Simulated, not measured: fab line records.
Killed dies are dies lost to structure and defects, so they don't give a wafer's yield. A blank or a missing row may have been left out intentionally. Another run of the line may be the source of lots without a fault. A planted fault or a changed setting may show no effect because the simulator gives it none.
fab line records ; flow nand-harc
record: lots: 6; wafers: 18; last-day: 24
route steps=1159 shown A_CONTACT@946
lots that met no fault: taken from a fault-free run of the same line
start-h: the number of hours between the record's first day and the start of the first shown wafer of the lot ; wait-h: how many hours have passed since the lot's step before this one ; " identical to the entry in the row above ; L1.1+2: a single row standing in for several wafers ; - value missing, or start not given ; * or withheld: withheld ; < > ~ a bound
route shown NAME@n: names a module that has steps shown in the file, with the first one's number in the route ; usual: mean/standard deviation taken from wafers without a fault ; same: alike in all rows ; chamber/n: place in a boat ; sites: each site's reading ; _std_site: standard deviation across them ; _edge_site: the outer-site mean with the inner-site mean subtracted ; radius-mm: how far each site lies from the wafer's centre ; mask NAME#n: copy n ; behind: tool/chamber where the wafer was last shaped ; hold: why the lot was held/for how many hours/how that ended ; device: the n, p or np transistor that did not switch ; end of line: the tests these same wafers got at the end of their route ; a step given without rows: its recipe and nothing more ; killed: dies lost to structure and defects at the first sort, not the wafer's yield ; map: the dies of a wafer, with x for killed, . for not killed, _ for no die there
set.NAME: setting as actually run; set.NAME@STEP: the setting as run at that earlier step ; model.NAME: the simulator's own value behind a step, which no gauge read
lots at selected steps of the route; one table per step, one row per wafer
services: the hour from which a tool's chamber was out of use, counted from the record's first day as start-h (under 0 if before that day), plus the number of hours and why
== steps ==
step: NHARC_A_CONTACT_ETCH_137
recipe: source-w: withheld; pressure-mtorr: 20; bias-v: 3000; time-s: 132; target-depth-a: 12870; ar-flow-sccm: withheld; c4f8-flow-sccm: withheld; o2-flow-sccm: withheld; chemistry: C4F8/O2/Ar
step: NHARC_A_CONTACT_ETCH_138
recipe: source-w: withheld; pressure-mtorr: 20; bias-v: 3000; time-s: 132; target-depth-a: 12890; ar-flow-sccm: withheld; c4f8-flow-sccm: withheld; o2-flow-sccm: withheld; chemistry: C4F8/O2/Ar
step: NHARC_A_CONTACT_ETCH_139
recipe: source-w: withheld; pressure-mtorr: 20; bias-v: 400; time-s: 137; target-depth-a: 5900; ar-flow-sccm: withheld; c4f8-flow-sccm: 11.5; o2-flow-sccm: 7.2; chemistry: C4F8/O2/Ar
lot.wafer;tool;chamber;start-h;wait-h;rf-hours-counter-h
L183.1;har-cap-etch-03;1;391.16;0.1;85
L183.2;har-cap-etch-03;0;391.16;0.1;85
L183.6;har-cap-etch-03;0;391.16;0.1;-
L185.1;har-cap-etch-01;0;423.54;0.1;67
L185.3;har-cap-etch-01;1;423.54;0.1;-
L185.4;har-cap-etch-01;0;423.54;0.1;-
L189.1;har-cap-etch-03;1;442.67;0.1;91
L189.4;har-cap-etch-03;1;442.67;0.1;-
L189.3;har-cap-etch-03;0;442.67;0.1;-
L192.1;har-cap-etch-03;0;463.21;0.1;96
L192.4;har-cap-etch-03;0;463.21;0.1;-
L192.6;har-cap-etch-03;1;463.21;0.1;-
L201.2;har-cap-etch-03;1;507.99;0.1;103
L201.5;har-cap-etch-03;0;507.99;0.1;-
L201.6;har-cap-etch-03;1;507.99;0.1;-
L203.3;har-cap-etch-01;0;517.91;0.1;-
L203.4;har-cap-etch-01;1;517.91;0.1;-
L203.6;har-cap-etch-01;0;517.91;0.1;-
step: NHARC_A_CONTACT_ETCH_92
recipe: target-depth-a: 400; over-etch-frac: 0.5; time-s: 85.7; ion-energy-ev: 120; ch3f-flow-sccm: 50; o2-flow-sccm: 30; ar-flow-sccm: 200; rf-w: 500; bias-w: 100; chemistry: CH3F/O2
usual: drypump-motor-current-A: 5.8/0.39; o2-flow-sccm: 30.00/0.096; oes-product-au: 0.932/0.022; rf-vpp-V: 244.7/1.9; showerhead-plenum-p-Torr: 2.48/0.12; throttle-valve-pct: 20.662/0.0094
lot.wafer;tool;chamber;start-h;wait-h;drypump-motor-current-A;o2-flow-sccm;oes-product-au;rf-hours-counter-h;rf-vpp-V;showerhead-plenum-p-Torr;throttle-valve-pct
L183.1;rie-diel-10;1;391.55;0.4;5.7;29.98;0.933;4;240.9;2.30;20.673
L183.2;rie-diel-10;3;391.55;0.4;5.5;30.11;0.909;5;244.2;2.48;20.655
L183.6;rie-diel-10;2;391.55;0.4;6.7;29.95;0.928;-;245.9;2.59;20.652
L185.3;rie-diel-10;1;423.91;0.3;5.7;29.82;0.921;9;241.5;2.29;20.671
L185.4;rie-diel-10;2;423.91;0.3;6.8;29.94;0.927;9;246.5;2.58;20.643
L185.1;rie-diel-10;3;423.91;0.3;5.5;30.09;0.921;9;245.0;2.47;20.667
L189.3;rie-diel-10;3;443.07;0.3;5.4;30.12;0.985;12;244.2;2.47;20.659
L189.1;rie-diel-10;0;443.07;0.3;5.7;30.07;1.010;12;246.0;2.61;20.668
L189.4;rie-diel-10;1;443.07;0.3;5.8;30.02;0.991;13;241.3;2.29;20.688
L192.1;rie-diel-10;0;463.85;0.6;5.7;29.90;0.932;18;246.8;2.61;20.678
L192.6;rie-diel-10;3;463.85;0.6;5.5;29.89;0.922;-;246.1;2.47;20.657
L192.4;rie-diel-10;0;463.85;0.6;5.7;29.99;0.930;-;246.0;2.61;20.655
L201.2;rie-diel-09;2;508.35;0.3;5.6;30.10;0.928;24;244.9;2.46;20.663
L201.5;rie-diel-09;2;508.35;0.3;5.6;29.93;0.925;-;244.3;2.46;20.664
L201.6;rie-diel-09;3;508.35;0.3;6.2;29.98;0.933;-;246.6;2.60;20.675
L203.4;rie-diel-09;1;518.23;0.2;5.2;29.92;0.924;27;244.9;2.54;20.675
L203.3;rie-diel-09;3;518.23;0.2;6.2;30.00;0.925;27;246.8;2.60;20.646
L203.6;rie-diel-09;1;518.23;0.2;5.2;30.00;0.907;-;245.5;2.54;20.654
step: NHARC_A_CONTACT_ETCH_98
recipe: target-depth-a: 200; over-etch-frac: 0.5; time-s: 10; ion-energy-ev: 250; c4f6-flow-sccm: 25; o2-flow-sccm: 20; ar-flow-sccm: 500; rf-w: 600; bias-w: 500; chemistry: C4F6/O2
step: NHARC_A_CONTACT_CD_MEAS_15
usual: cd-nm: 90.1/0.45
lot.wafer;tool;chamber;start-h;wait-h;cd-nm
L183.1;cd-sem-02;-;391.77;-;90.2
L183.2;cd-sem-02;-;391.77;-;90.0
L183.6;cd-sem-02;-;391.77;-;89.7
L185.1;cd-sem-03;-;424.12;-;90.3
L185.3;cd-sem-03;-;424.12;-;90.2
L185.4;cd-sem-03;-;424.12;-;90.3
L189.1;cd-sem-03;-;443.29;-;90.3
L189.3;cd-sem-03;-;443.29;-;89.7
L189.4;cd-sem-03;-;443.29;-;90.1
L192.1;cd-sem-02;-;464.28;-;90.1
L192.4;cd-sem-02;-;464.28;-;89.6
L192.6;cd-sem-02;-;464.28;-;89.7
L201.2;cd-sem-02;-;508.57;-;89.3
L201.5;cd-sem-02;-;508.57;-;90.3
L201.6;cd-sem-02;-;508.57;-;89.6
L203.3;cd-sem-02;-;518.46;-;90.0
L203.4;cd-sem-02;-;518.46;-;90.0
L203.6;cd-sem-02;-;518.46;-;90.2
step: NHARC_A_CONTACT_STRIP_107
recipe: n2-flow-sccm: 150; h2-flow-sccm: 150; ar-flow-sccm: 0; bias-w: 0; chemistry: N2/H2
step: NHARC_A_CONTACT_STRIP_108
recipe: cf4-flow-sccm: 100; chf3-flow-sccm: 30; ar-flow-sccm: 0; bias-w: 0; chemistry: CF4/CHF3
step: NHARC_A_CONTACT_STRIP_109
recipe: o2-flow-sccm: 400; cos-flow-sccm: 20; ar-flow-sccm: 0; bias-w: 0; chemistry: O2/COS
step: NHARC_A_CONTACT_ETCH_110
recipe: target-depth-a: 500; overetch-a: 50; time-s: 27.5; ion-energy-ev: 100; cf4-flow-sccm: 80; o2-flow-sccm: 20; ar-flow-sccm: 0; rf-w: 300; bias-w: 100; chemistry: CF4/O2
usual: drypump-motor-current-A: 5.8/0.36; o2-flow-sccm: 19.99/0.062; oes-product-au: 0.998/0.0097; rf-vpp-V: 197.8/1.5; showerhead-plenum-p-Torr: 1.34/0.065; throttle-valve-pct: 13.398/0.0092
lot.wafer;tool;chamber;start-h;wait-h;drypump-motor-current-A;o2-flow-sccm;oes-product-au;rf-hours-counter-h;rf-vpp-V;showerhead-plenum-p-Torr;throttle-valve-pct
L183.1;rie-diel-10;3;392.06;0.0;5.4;19.95;0.987;5;197.4;1.35;13.396
L183.2;rie-diel-10;1;392.06;0.0;5.7;19.96;1.005;5;196.1;1.25;13.415
L183.6;rie-diel-10;3;392.06;0.0;5.5;20.03;0.988;-;197.9;1.35;13.394
L185.3;rie-diel-09;3;424.41;0.1;6.2;19.97;1.009;62;198.4;1.42;13.407
L185.4;rie-diel-09;1;424.41;0.1;5.2;20.01;1.003;58;199.8;1.39;13.395
L185.1;rie-diel-09;2;424.41;0.1;5.6;20.00;1.012;56;198.1;1.34;13.409
L189.1;rie-diel-10;1;443.65;0.1;5.8;19.98;1.004;13;195.1;1.24;13.405
L189.4;rie-diel-10;2;443.65;0.1;6.7;20.07;1.009;13;199.5;1.40;13.391
L189.3;rie-diel-10;0;443.65;0.1;5.7;20.15;1.012;12;199.5;1.42;13.406
L192.4;rie-diel-02;2;465.04;0.1;5.9;20.01;0.986;52;199.0;1.42;13.398
L192.1;rie-diel-02;0;465.04;0.1;5.8;19.91;1.004;50;196.4;1.32;13.383
L192.6;rie-diel-02;3;465.04;0.1;5.5;20.07;0.996;-;197.0;1.25;13.392
L201.2;rie-diel-09;1;508.87;0.1;5.2;20.00;0.989;24;198.9;1.38;13.396
L201.6;rie-diel-09;2;508.87;0.1;5.6;19.94;1.005;-;196.9;1.33;13.398
L201.5;rie-diel-09;3;508.87;0.1;6.2;20.02;1.013;-;199.0;1.41;13.406
L203.4;rie-diel-02;0;518.77;0.1;5.8;20.05;0.994;1;198.7;1.32;13.380
L203.3;rie-diel-02;2;518.77;0.1;5.9;19.97;0.988;1;199.8;1.42;13.410
L203.6;rie-diel-02;0;518.77;0.1;5.8;19.95;0.989;-;196.0;1.32;13.392
step: NHARC_A_CONTACT_STRIP_26
recipe: o2-flow-sccm: 500; ar-flow-sccm: 0; bias-w: 0; chemistry: O2
usual: drypump-motor-current-A: 5.8/0.39; o2-flow-sccm: 499.9/1.6; oes-product-au: 0.997/0.011; rf-vpp-V: 57.9/0.9; showerhead-plenum-p-Torr: 3.55/0.16; throttle-valve-pct: 17.038/0.0089
lot.wafer;tool;chamber;start-h;wait-h;drypump-motor-current-A;o2-flow-sccm;oes-product-au;rf-hours-counter-h;rf-vpp-V;showerhead-plenum-p-Torr;throttle-valve-pct
L183.1;rie-diel-10;2;-;-;6.8;497.8;0.996;5;58.4;3.70;17.044
L183.2;rie-diel-10;3;-;-;5.5;499.0;0.969;5;58.3;3.55;17.040
L183.6;rie-diel-10;1;-;-;5.8;498.7;0.992;-;56.6;3.30;17.041
L185.4;rie-diel-09;1;-;-;5.2;498.1;0.983;58;59.5;3.66;17.036
L185.1;rie-diel-09;3;-;-;6.2;500.2;1.004;62;57.5;3.74;17.049
L185.3;rie-diel-09;0;-;-;5.6;502.4;1.008;63;57.8;3.33;17.040
L189.3;rie-diel-10;1;-;-;5.7;497.9;1.006;13;57.1;3.30;17.038
L189.1;rie-diel-10;3;-;-;5.5;499.9;0.987;12;58.5;3.55;17.039
L189.4;rie-diel-10;0;-;-;5.7;495.3;1.009;12;57.7;3.74;17.027
L192.4;rie-diel-02;1;-;-;5.6;502.5;0.986;52;58.8;3.52;17.014
L192.1;rie-diel-02;0;-;-;5.8;501.0;0.998;50;58.6;3.50;17.031
L192.6;rie-diel-02;1;-;-;5.6;500.5;0.985;-;58.7;3.52;17.034
L201.2;rie-diel-09;1;-;-;5.2;500.3;0.989;24;58.1;3.64;17.030
L201.6;rie-diel-09;2;-;-;5.6;499.5;1.016;-;58.9;3.53;17.034
L201.5;rie-diel-09;3;-;-;6.2;502.0;1.014;-;58.0;3.72;17.030
L203.4;rie-diel-02;2;-;-;5.9;498.3;0.989;1;58.0;3.74;17.047
L203.3;rie-diel-02;3;-;-;5.6;502.4;1.017;1;57.6;3.30;17.036
L203.6;rie-diel-02;1;-;-;5.6;500.2;1.010;-;56.3;3.51;17.062
step: NHARC_A_CONTACT_STRIP_27
recipe: time-s: 600; temp-c: 30; chemistry: post-etch-residue-remover
step: NHARC_A_CONTACT_ALD_18
recipe: target-thk-a: 30; pulse-time-s: 1; ald-cycles: 150; temp-c: 450; material: TiN
usual: ald-cycles: 150/0; heater-power-w: 1099/68; precursor-pulse-height-rel: 1.001/0.019
lot.wafer;tool;chamber;start-h;wait-h;ald-cycles;heater-power-w;precursor-pulse-height-rel
L183.2;ald-metal-03;1;392.72;-;150;1100;0.995
L183.1;ald-metal-03;3;392.72;-;150;1146;0.977
L183.6;ald-metal-03;1;392.72;-;150;1074;1.016
L185.1;ald-metal-03;2;425.06;-;150;1144;1.017
L185.3;ald-metal-03;3;425.06;-;150;1144;1.015
L185.4;ald-metal-03;1;425.06;-;150;1084;1.001
L189.3;ald-metal-03;1;444.30;-;150;1067;0.975
L189.1;ald-metal-03;3;444.30;-;150;1130;0.993
L189.4;ald-metal-03;0;444.30;-;71;1043;0.950
L192.4;ald-metal-03;0;465.72;-;71;1024;1.008
L192.1;ald-metal-03;1;465.72;-;150;1076;1.014
L192.6;ald-metal-03;2;465.72;-;150;1129;1.010
L201.2;ald-metal-04;0;509.58;-;150;997;1.018
L201.6;ald-metal-04;1;509.58;-;150;1020;1.021
L201.5;ald-metal-04;2;509.58;-;150;1122;1.005
L203.4;ald-metal-04;0;519.48;-;150;1017;0.971
L203.3;ald-metal-04;1;519.48;-;150;977;1.006
L203.6;ald-metal-04;2;519.48;-;150;1116;1.007
step: NHARC_A_CONTACT_CVD_19
recipe: target-thk-a: 3000; temp-c: 300; pressure-torr: 40; wf6-flow-sccm: 40; h2-flow-sccm: 1600; ar-flow-sccm: 1560; time-s: 802; material: W
usual: heater-power-w: 469/30; throttle-valve-pct: 7.87/0.21
lot.wafer;tool;chamber;start-h;wait-h;heater-power-w;throttle-valve-pct
L183.2;cvd-w-02;0;-;-;425;7.65
L183.1;cvd-w-02;1;-;-;470;7.82
L183.6;cvd-w-02;1;-;-;473;7.77
L185.1;cvd-w-01;1;-;-;452;7.96
L185.3;cvd-w-01;1;-;-;448;7.99
L185.4;cvd-w-01;0;-;-;506;7.81
L189.1;cvd-w-01;1;-;-;451;8.11
L189.3;cvd-w-01;1;-;-;442;8.18
L189.4;cvd-w-01;0;-;-;490;8.07
L192.1;cvd-w-02;0;-;-;441;7.66
L192.4;cvd-w-02;1;-;-;482;7.68
L192.6;cvd-w-02;0;-;-;435;7.98
L201.2;cvd-w-01;1;-;-;449;8.18
L201.5;cvd-w-01;1;-;-;438;7.97
L201.6;cvd-w-01;0;-;-;526;7.75
L203.3;cvd-w-02;0;-;-;437;8.11
L203.4;cvd-w-02;1;-;-;476;7.65
L203.6;cvd-w-02;1;-;-;485;7.81
== services ==
tool;chamber;start-h;hours;kind
rie-diel-02;1;377.35;2.2;repair
cvd-w-02;-;383.97;13.0;pm
rie-diel-10;0;387.08;-;clean
rie-diel-10;1;387.08;-;clean
rie-diel-10;2;387.08;-;clean
rie-diel-10;3;387.08;-;clean
rie-diel-09;2;401.69;12.6;repair
ald-metal-04;-;406.00;10.0;pm
rie-diel-10;0;411.58;-;clean
rie-diel-10;1;411.58;-;clean
rie-diel-10;2;411.58;-;clean
rie-diel-10;3;411.58;-;clean
rie-diel-09;2;428.25;14.1;repair
rie-diel-09;-;431.26;9.0;pm
rie-diel-10;0;436.08;-;clean
rie-diel-10;1;436.08;-;clean
rie-diel-10;2;436.08;-;clean
ald-metal-04;-;444.03;0.4;repair
rie-diel-09;3;453.44;1.9;repair
rie-diel-09;-;461.79;0.3;repair
rie-diel-10;2;462.02;18.7;repair
cvd-w-01;-;477.74;13.0;pm
ald-metal-03;-;500.00;10.0;pm
rie-diel-02;-;505.18;9.0;pm
== key ==
first-sign: step: NHARC_A_CONTACT_ALD_18; reading: ald-cycles; direction: down; sigmas: 99+; usual: 150; struck: 71
effect none on later readings
met-at NHARC_A_CONTACT_ALD_18
struck-wafers L189.4,L192.4
later-rows-left-out L189.4,L192.4
sort-left-out L189.4,L192.4
tester-left-out L189,L192
fault: kind: process-parameter-drift; tool: ald-metal-03; chamber: 0; onset-h: 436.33; steps: NHARC_A_CONTACT_ALD_18; channel: ald-cycles; offset: -79; shape: step; end-h: 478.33; acts-in: these-recipes-only; stated: 150
tester-left-out: of these lots the tester's yield and bins aren't shown, on N5 and GAA mostly nor the transistor test; their killed dies are dies lost to structure and defects alone, not to doping, threshold or leakage, so they don't give the yield
sort-left-out: the simulated sort isn't trusted on such a fault, so these wafers' sort isn't shown, and their yield isn't known
later-rows-left-out: the simulator's readings of these wafers behind a module that went badly wrong aren't trusted and aren't shown, but for the sort
